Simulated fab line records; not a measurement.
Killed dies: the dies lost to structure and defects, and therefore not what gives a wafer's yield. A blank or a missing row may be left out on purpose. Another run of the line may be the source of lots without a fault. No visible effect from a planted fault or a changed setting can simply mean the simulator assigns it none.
fab line records	flow nandHarc
record lots=6	wafers=18	lastDay=24
route steps=1159 shown A_WL_FILL@816 END@1159
lots that met no fault: taken from a fault-free run of the same line
startH: start of the lot's first displayed wafer, in hours after the record's first day	waitH: hours since the lot's step before	" identical to the entry in the row above	L1.1+2: a single row standing in for several wafers	- no value, or no start given	* or withheld: withheld	< > ~ a bound
route shown NAME@n: a module of which the file shows steps, and the number in the route of the first	usual: mean/standard deviation of fault-free wafers	same: alike in all rows	chamber/n: place in a boat	sites: per-site readings	_std_site: the standard deviation of these	_edge_site: inner sites' mean taken away from outer sites' mean	radiusMm: for every site, how far away it sits from the centre of the wafer	mask NAME#n: copy n	behind: the most recent tool/chamber to have shaped the wafer	hold: why the lot was held/for how many hours/how that ended	device: whichever transistor did not switch (one of n, p or np)	end of line: at the end of the route, the tests of the same wafers	step lacking rows: just its recipe	killed: dies that structure and defects cost at the first sort, which is not the same as the wafer's yield	map: the dies of a wafer, with x for killed, . for not killed, _ for no die there
set.NAME: the run value of the setting; set.NAME@STEP: its run value at that earlier step	model.NAME: the simulator's own value behind a step, which no gauge read
lots seen at some steps along the route; tables by step, rows by wafer
services: when a tool's chamber went out of use (startH, in hours from the record's first day, below 0 if earlier), for how many hours, and the reason
## steps
# step NHARC_A_WL_FILL_STRIP_27
# recipe powerW=1500	tempC=250	timeS=20	chemistry=N2/H2
# usual drypumpMotorCurrentA=6.00/0.23	heaterPowerW=347/20	tempC=249.99/0.18
# same timeS=20
lot.wafer	tool	chamber	startH	waitH	drypumpMotorCurrentA	heaterPowerW	rfHoursCounterH	tempC
L888.3	plasmaAsher-01	1	340.98	0.5	6.24	345	-	250.06
L888.4	"	0	"	"	5.88	340	-	249.87
L888.5	"	0	"	"	5.90	347	-	249.92
L891.1	plasmaAsher-02	0	356.81	0.1	6.12	392	57	250.16
L891.3	"	0	"	"	6.10	377	-	250.07
L891.6	"	0	"	"	6.13	384	-	250.46
L890.1	plasmaAsher-01	1	356.82	0.1	6.22	335	22	250.08
L890.4	"	0	"	"	5.84	356	-	250.12
L890.6	"	0	"	"	5.84	344	-	250.00
L893.2	plasmaAsher-01	0	370.41	0.2	5.84	346	30	250.04
L893.1	"	1	"	"	6.26	334	30	249.71
L893.6	"	0	"	"	5.83	352	-	250.10
L904.1	plasmaAsher-01	1	446.67	0.1	6.23	329	57	249.82
L904.3	"	1	"	"	6.30	333	-	249.77
L904.5	"	1	"	"	6.24	341	-	250.06
L905.4	plasmaAsher-02	1	447.15	0.1	5.71	336	-	250.01
L905.3	"	0	"	"	6.11	385	-	249.82
L905.6	"	0	"	"	6.10	400	-	249.63
# step NHARC_A_WL_FILL_STRIP_28
# recipe timeS=1200	tempC=72.5	chemistry=postEtchResidueRemover
# step NHARC_A_WL_FILL_PRECLEAN_06
# recipe timeS=300	chemistry=DIW
# step NHARC_A_WL_FILL_SRD_07
# step NHARC_A_WL_FILL_ANNEAL_08
# recipe tempC=450	timeS=1800
# step NHARC_A_WL_FILL_ALD_10
# recipe targetThkA=500	pulseTimeS=10	aldCycles=500	tempC=300	material=SiO2
# usual heaterPowerW=465/34	precursorPulseHeightRel=1.001/0.02	susceptorTempC=299.96/0.21
lot.wafer	tool	chamber	startH	waitH	heaterPowerW	precursorPulseHeightRel	susceptorTempC
L888.3	aldHk-03	0	348.36	0.6	526	1.028	299.99
L888.4	"	2	349.40	1.6	466	0.999	299.98
L888.5	"	3	"	"	483	1.056	299.74
L891.1	aldHk-03	3	362.74	0.1	468	1.009	299.74
L891.3	"	1	364.80	2.1	440	0.979	299.78
L891.6	"	3	366.85	4.2	481	0.999	299.42
L890.4	aldHk-01	2	363.28	0.6	410	1.023	300.04
L890.1	"	0	364.30	1.6	450	1.027	300.05
L890.6	"	1	"	"	425	0.994	299.91
L893.2	aldHk-04	1	375.33	1.9	476	1.005	299.97
L893.1	"	2	"	"	450	1.003	300.02
L893.6	"	2	377.88	4.5	467	0.993	299.93
L904.1	aldHk-03	1	452.17	0.1	458	0.999	299.97
L904.3	"	2	"	"	468	0.999	299.77
L904.5	"	2	454.79	2.7	463	1.012	299.75
L905.4	aldHk-04	2	452.17	0.1	455	1.015	300.13
L905.3	"	0	453.21	1.1	433	1.004	299.96
L905.6	"	2	454.24	2.1	450	1.000	299.88
# step NHARC_A_WL_FILL_ETCHBACK_16
# recipe targetDepthA=880	timeS=17.6	c4f8FlowSccm=withheld	o2FlowSccm=8	arFlowSccm=withheld	rfW=600	biasW=800	chemistry=C4F8/O2/Ar
# step NHARC_A_WL_FILL_STRIP_29
# recipe timeS=20	o2FlowSccm=500	arFlowSccm=0	biasW=0	chemistry=O2
# usual drypumpMotorCurrentA=5.8/0.58	oesProductAu=0.997/0.009	rfVppV=57.7/0.85	showerheadPlenumPTorr=3.52/0.15	throttleValvePct=17.037/0.0086
# same timeS=20
lot.wafer	tool	chamber	startH	waitH	drypumpMotorCurrentA	oesProductAu	rfHoursCounterH	rfVppV	showerheadPlenumPTorr	throttleValvePct
L888.4	rieDiel-05	0	352.60	0.1	5.1	0.996	0	57.6	3.44	17.050
L888.3	"	2	"	"	5.9	0.990	0	56.7	3.65	17.035
L888.5	"	0	"	"	5.1	0.988	-	57.7	3.44	17.026
L890.1	rieDiel-05	2	367.48	0.1	5.9	0.980	1	59.2	3.65	17.023
L890.4	"	0	"	"	5.1	0.989	1	56.7	3.44	17.027
L890.6	"	2	"	"	5.9	0.981	-	57.5	3.65	17.031
L891.3	rieDiel-05	0	370.54	0.1	5.1	0.993	1	56.6	3.44	17.044
L891.1	"	1	"	"	5.7	1.002	1	57.0	3.40	17.035
L891.6	"	0	"	"	5.1	0.997	-	57.3	3.44	17.040
L893.2	rieDiel-06	1	380.04	0.1	6.2	0.982	8	56.4	3.32	17.040
L893.1	"	0	"	"	6.5	1.012	8	58.1	3.33	17.026
L893.6	"	2	"	"	5.2	1.001	-	57.6	3.75	17.035
L905.3	rieDiel-06	2	456.92	0.1	5.2	1.003	1	57.5	3.75	17.041
L905.4	"	0	"	"	6.5	1.015	1	56.8	3.33	17.041
L905.6	"	1	"	"	6.2	1.007	-	56.6	3.32	17.036
L904.3	rieDiel-05	2	456.95	0.1	5.9	1.004	4	58.4	3.65	17.029
L904.1	"	0	"	"	5.1	1.007	3	56.9	3.44	17.041
L904.5	"	2	"	"	5.9	1.011	-	59.2	3.65	17.047
# step NHARC_A_WL_FILL_ETCHBACK_17
# recipe targetDepthA=40	timeS=26.7	chemistry=Cl2/BCl3
# usual drypumpMotorCurrentA=5.8/0.49	oesProductAu=1.000/0.01
# same timeS=26.7
lot.wafer	tool	chamber	startH	waitH	drypumpMotorCurrentA	oesProductAu	rfHoursCounterH
L888.3	rieMetal-01	0	352.72	-	5.2	0.990	-
L888.4	"	1	"	"	5.6	1.002	-
L888.5	"	0	"	"	5.2	0.988	-
L890.1	rieMetal-03	0	367.57	-	6.5	1.010	2.1
L890.4	"	0	"	"	6.5	1.017	-
L890.6	"	0	"	"	6.5	1.020	-
L891.1	rieMetal-03	1	370.64	-	5.4	1.001	2.2
L891.3	"	1	"	"	5.4	0.991	-
L891.6	"	1	"	"	5.3	0.999	-
L893.1	rieMetal-03	0	380.12	-	6.5	1.017	2.3
L893.2	"	1	"	"	5.4	1.007	2.3
L893.6	"	0	"	"	6.5	1.008	-
L904.1	rieMetal-02	0	457.06	-	5.6	0.987	2.0
L904.3	"	0	"	"	5.6	0.979	-
L904.5	"	0	"	"	5.6	0.989	-
L905.3	rieMetal-01	0	457.09	-	5.2	1.002	-
L905.4	"	0	"	"	5.2	1.003	-
L905.6	"	0	"	"	5.2	0.998	-
# step NHARC_A_WL_FILL_PRECLEAN_18
# recipe timeS=30	chemistry=dHF
# step NHARC_A_WL_FILL_SRD_21
# step NHARC_A_WL_FILL_CVD_23
# recipe targetThkA=400	tempC=620	pressureMtorr=200	timeS=800	material=poly-Si
# usual spikeTcCentreC=620.5/1.3
# same timeS=800
lot.wafer	tool	chamber	startH	waitH	spikeTcCentreC
L888.3	lpcvdPoly-01	0	355.50	2.6	620.3
L888.4	"	0	"	"	621.0
L888.5	"	0	"	"	620.6
L890.1	lpcvdPoly-02	0	370.21	2.4	620.3
L890.4	"	0	"	"	621.3
L890.6	"	0	"	"	622.9
L891.1	lpcvdPoly-03	0	403.09	32.2	621.0
L891.3	"	0	"	"	618.6
L891.6	"	0	"	"	619.6
L893.1	lpcvdPoly-03	0	410.78	30.4	622.2
L893.2	"	0	"	"	620.1
L893.6	"	0	"	"	621.3
L904.1	lpcvdPoly-01	0	459.89	2.6	621.3
L904.3	"	0	"	"	621.5
L904.5	"	0	"	"	619.7
L905.3	lpcvdPoly-01	0	459.89	2.6	620.8
L905.4	"	0	"	"	619.9
L905.6	"	0	"	"	620.7
# step NHARC_A_WL_FILL_ETCHBACK_26
# recipe targetDepthA=520	timeS=13.3	hbrFlowSccm=150	rfW=350	icpW=350	biasW=60	chemistry=HBr
# usual drypumpMotorCurrentA=5.7/0.47	oesProductAu=1.001/0.012	throttleValvePct=23.266/0.009
# same timeS=13.3
lot.wafer	tool	chamber	startH	waitH	drypumpMotorCurrentA	oesProductAu	rfHoursCounterH	throttleValvePct
L888.4	rieSi-06	2	358.08	0.4	6.4	0.996	1.2	23.261
L888.3	"	0	"	"	6.3	1.006	1.1	23.246
L888.5	"	2	"	"	6.4	0.998	-	23.276
L890.1	rieSi-06	3	372.77	0.4	5.7	1.016	0.1	23.260
L890.4	"	1	"	"	5.9	0.997	0.0	23.268
L890.6	"	0	"	"	6.3	0.994	-	23.283
L891.3	rieSi-02	1	405.71	0.4	5.8	1.013	1.2	23.268
L891.1	"	2	"	"	5.3	1.019	1.2	23.273
L891.6	"	0	"	"	5.5	0.997	-	23.280
L893.2	rieSi-03	1	413.40	0.4	5.8	1.013	0.4	23.270
L893.1	"	3	"	"	5.7	0.999	0.3	23.270
L893.6	"	1	"	"	5.8	0.994	-	23.282
L904.1	rieSi-02	2	462.46	0.4	5.3	1.023	0.6	23.267
L904.3	"	0	"	"	5.5	0.984	0.4	23.258
L904.5	"	3	"	"	6.4	0.987	-	23.277
L905.3	rieSi-03	1	462.46	0.4	5.8	0.996	1.0	23.264
L905.4	"	3	"	"	5.7	1.002	0.9	23.264
L905.6	"	1	"	"	5.8	1.001	-	23.269
# step NHARC_END_SORT_01
# recipe tempC=25
# usual killedAtArray=24/8.8	killedAtOther=0.7/0.99	killedAtPeriphery=3.5/2.6	killedDies=28/9.3	killedOpen=3.2/1.7	killedShort=1.7/1.4
# same grossDies=677
lot.wafer	tool	chamber	startH	waitH	killedAtArray	killedAtOther	killedAtPeriphery	killedDies	killedOpen	killedShort
L890.1	prober-01	0	455.83	2.5	19	0	1	20	3	2
L890.4	prober-01	0	458.23	3.4	13	0	0	13	1	3
L890.6	prober-01	0	459.83	4.0	9	0	3	12	5	3
L891.1	prober-01	0	493.61	2.5	32	0	10	42	3	3
L891.3	prober-01	0	495.19	3.1	27	0	4	31	4	1
L891.6	prober-01	0	497.57	4.0	21	0	6	27	2	0
L893.1	prober-01	0	502.28	2.5	14	0	2	16	3	3
L893.2	prober-01	0	503.08	2.8	18	1	2	21	4	1
L893.6	prober-01	0	506.25	4.0	19	1	4	24	3	2
# killed by level:class
L890.1 A_STAIRCASE:chamberFilmFlake=4 A_CONTACT:chamberFilmFlake=4 A_M0:chamberFilmFlake=4 A_CHANNEL_HOLE_D1:chamberFilmFlake=2 P_CONTACT:geometricParticle:open=1 A_CHANNEL_FILL_D1:geometricParticle:short=1 A_CONTACT:geometricParticle:open=1 A_M0:geometricParticle:short=1
L890.4 A_M0:chamberFilmFlake=4 A_CONTACT:chamberFilmFlake=3 A_CHANNEL_HOLE_D1:geometricParticle:short=1 A_CHANNEL_FILL_D1:geometricParticle:short=1 A_CONTACT:geometricParticle:short=1 A_CONTACT:geometricParticle:open=1 A_CHANNEL_HOLE_D1:chamberFilmFlake=1 A_STAIRCASE:chamberFilmFlake=1
L890.6 P_M0:geometricParticle:open=2 A_WL_FILL:geometricParticle:short=2 A_M0:geometricParticle:open=2 P_M2:geometricParticle:open=1 A_SGD_CUT:geometricParticle:short=1 A_CHANNEL_HOLE_D1:chamberFilmFlake=1 A_WL_FILL:chamberFilmFlake=1 A_CONTACT:chamberFilmFlake=1
L891.1 A_CHANNEL_HOLE_D1:chamberFilmFlake=14 A_CONTACT:chamberFilmFlake=7 P_M2:chamberFilmFlake=4 A_STAIRCASE:chamberFilmFlake=4 P_STI:chamberFilmFlake=2 A_SLIT:chamberFilmFlake=2 A_M0:chamberFilmFlake=2 P_GATE:geometricParticle:open=1
L891.3 A_CHANNEL_HOLE_D1:chamberFilmFlake=10 A_STAIRCASE:chamberFilmFlake=7 A_CONTACT:chamberFilmFlake=3 A_CONTACT:geometricParticle:open=2 P_M2:chamberFilmFlake=2 A_SLIT:chamberFilmFlake=2 P_CONTACT:geometricParticle:open=1 A_CHANNEL_FILL_D1:geometricParticle:short=1
L891.6 A_CHANNEL_HOLE_D1:chamberFilmFlake=11 P_M2:chamberFilmFlake=4 A_STAIRCASE:chamberFilmFlake=3 A_CONTACT:chamberFilmFlake=3 P_STI:chamberFilmFlake=2 A_ONON_D1:geometricParticle:open=1 A_CONTACT:geometricParticle:open=1 A_SLIT:chamberFilmFlake=1
L893.1 A_CHANNEL_HOLE_D1:chamberFilmFlake=4 A_WL_FILL:chamberFilmFlake=2 A_CONTACT:chamberFilmFlake=2 P_CONTACT:geometricParticle:open=1 P_CONTACT:geometricParticle:short=1 A_ONON_D1:geometricParticle:short=1 A_STAIRCASE:geometricParticle:short=1 A_BLC:geometricParticle:open=1
L893.2 A_CONTACT:chamberFilmFlake=5 A_CHANNEL_HOLE_D1:chamberFilmFlake=4 A_STAIRCASE:chamberFilmFlake=3 P_CONTACT:geometricParticle:open=1 A_CHANNEL_FILL_D1:geometricParticle:open=1 A_CONTACT:geometricParticle:open=1 A_BLC:geometricParticle:open=1 A_M0:geometricParticle:short=1
L893.6 A_CHANNEL_HOLE_D1:chamberFilmFlake=12 A_CONTACT:chamberFilmFlake=5 P_STI:geometricParticle:short=1 P_CONTACT:geometricParticle:open=1 P_M0:geometricParticle:open=1 P_M1:geometricParticle:open=1 A_ONON_D1:geometricParticle:short=1 A_STAIRCASE:chamberFilmFlake=1
## services
tool	chamber	startH	hours	kind
rieDiel-05	-	320.48	0.4	repair
rieMetal-01	-	332.00	9.0	pm
rieSi-03	-	332.00	9.0	pm
rieDiel-06	3	332.31	3.0	repair
plasmaAsher-02	-	332.86	4.0	repair
rieDiel-05	-	340.60	9.0	pm
rieSi-03	-	342.05	0.2	repair
rieMetal-01	-	356.09	1.7	repair
plasmaAsher-02	-	360.00	9.0	pm
rieSi-06	-	360.00	9.0	pm
rieDiel-05	1	361.51	1.6	repair
aldHk-04	-	365.33	10.0	pm
rieMetal-01	0	370.17	19.6	repair
rieSi-02	-	372.21	0.6	repair
plasmaAsher-02	-	373.99	3.7	repair
rieSi-03	2	374.29	1.4	repair
rieDiel-06	-	381.05	0.5	repair
rieSi-02	-	388.00	9.0	pm
plasmaAsher-01	-	396.06	0.7	repair
rieDiel-06	1	401.22	1.8	repair
rieDiel-05	-	434.99	21.5	repair
rieMetal-03	1	452.28	6.8	repair
rieMetal-03	-	453.00	9.0	pm
plasmaAsher-01	-	453.58	9.0	pm
## key
firstSign step=NHARC_A_WL_FILL_CVD_23	reading=waitH	direction=changed
effect none on later readings
metAt NHARC_A_WL_FILL_CVD_23
struckWafers L891.1,L891.3,L891.6,L893.1,L893.2,L893.6
testerLeftOut L891,L893
fault kind=queueTimeViolation	tool=lpcvdPoly-01,lpcvdPoly-02,lpcvdPoly-03	chamber=0	onsetH=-	steps=NHARC_A_WL_FILL_CVD_23	delayHr=30	scope=struckLotsOnly
# testerLeftOut: of these lots the tester's yield and bins aren't shown, on N5 and GAA mostly nor the transistor test; their killed dies are dies lost to structure and defects alone, not to doping, threshold or leakage, so they don't give the yield
